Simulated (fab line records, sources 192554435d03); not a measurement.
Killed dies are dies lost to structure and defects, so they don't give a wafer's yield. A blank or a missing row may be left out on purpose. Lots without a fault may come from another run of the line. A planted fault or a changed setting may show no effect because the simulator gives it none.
Chamber matching | flow n5_finfet | N5_HKMG_FIN_CVD_62 on thermal_cvd_si-01: 3 sister chambers
The step deposits a-Si from Si2H6, target thk 3 nm, time 20.8 s. 24 wafers are shown with their chamber, then 12 later ones without.

WAFERS WITH THEIR CHAMBER
wafer  | chamber | heater_power_w (W) | heater_power_outer_w (W)
L074.2 | 0       | 1796               | 1140
L074.5 | 0       | 1763               | 1120
L074.6 | 0       | 1777               | 1129
L076.2 | 0       | 1782               | 1120
L076.4 | 2       | 1540               | 988
L076.6 | 2       | 1478               | 1004
L080.1 | 0       | 1745               | 1155
L080.3 | 2       | 1560               | 993
L080.6 | 2       | 1470               | 997
L082.3 | 0       | 1744               | 1141
L082.5 | 2       | 1510               | 1004
L082.6 | 0       | 1751               | 1141
L084.1 | 2       | 1538               | 989
L084.4 | 0       | 1775               | 1105
L084.5 | 1       | 1155               | 750
L086.2 | 1       | 1181               | 754
L086.5 | 1       | 1178               | 729
L086.6 | 2       | 1535               | 1028
L088.2 | 2       | 1510               | 1024
L088.3 | 0       | 1789               | 1152
L088.4 | 2       | 1481               | 984
L090.3 | 2       | 1548               | 1020
L090.4 | 0       | 1778               | 1121
L090.5 | 2       | 1489               | 1008

SIGNATURES (means of the wafers above)
reading              | chamber 0 | chamber 1 | chamber 2 | scatter within a chamber
heater_power_w       | 1770.00   | 1171.33   | 1514.45   | 25.2
heater_power_outer_w | 1132.40   | 744.33    | 1003.55   | 15.4
Rule: a wafer's distance from a chamber is the root of the sum, over the readings, of the square of ((its reading less the chamber's mean) divided by the reading's scatter). The wafer belongs to the nearest chamber; if the next one is less than 2 further off, it can't be placed. The scatter: the root of (the sum of the squares of (reading less its chamber's mean) over the shown wafers, divided by (wafers less chambers)).

WAFERS WITHOUT THEIR CHAMBER
wafer  | heater_power_w (W) | heater_power_outer_w (W)
L092.1 | 1518               | 1000
L092.3 | 1790               | 1151
L092.5 | 1161               | 743
L094.1 | 1168               | 758
L094.2 | 1756               | 1134
L094.5 | 1168               | 770
L097.1 | 1139               | 743
L097.2 | 1755               | 1129
L097.3 | 1536               | 1017
L097.4 | 1484               | 991
L097.5 | 1775               | 1148
L097.6 | 1160               | 752

WHICH CHAMBER EACH WENT THROUGH
wafer  | from the rows above | in truth
L092.1 | 2                   | 2
L092.3 | 0                   | 0
L092.5 | 1                   | 1
L094.1 | 1                   | 1
L094.2 | 0                   | 0
L094.5 | 1                   | 1
L097.1 | 1                   | 1
L097.2 | 0                   | 0
L097.3 | 2                   | 2
L097.4 | 2                   | 2
L097.5 | 0                   | 0
L097.6 | 1                   | 1
Placed correctly: 12 of 12. Can't be placed from these rows: 0. Placed wrongly: 0.
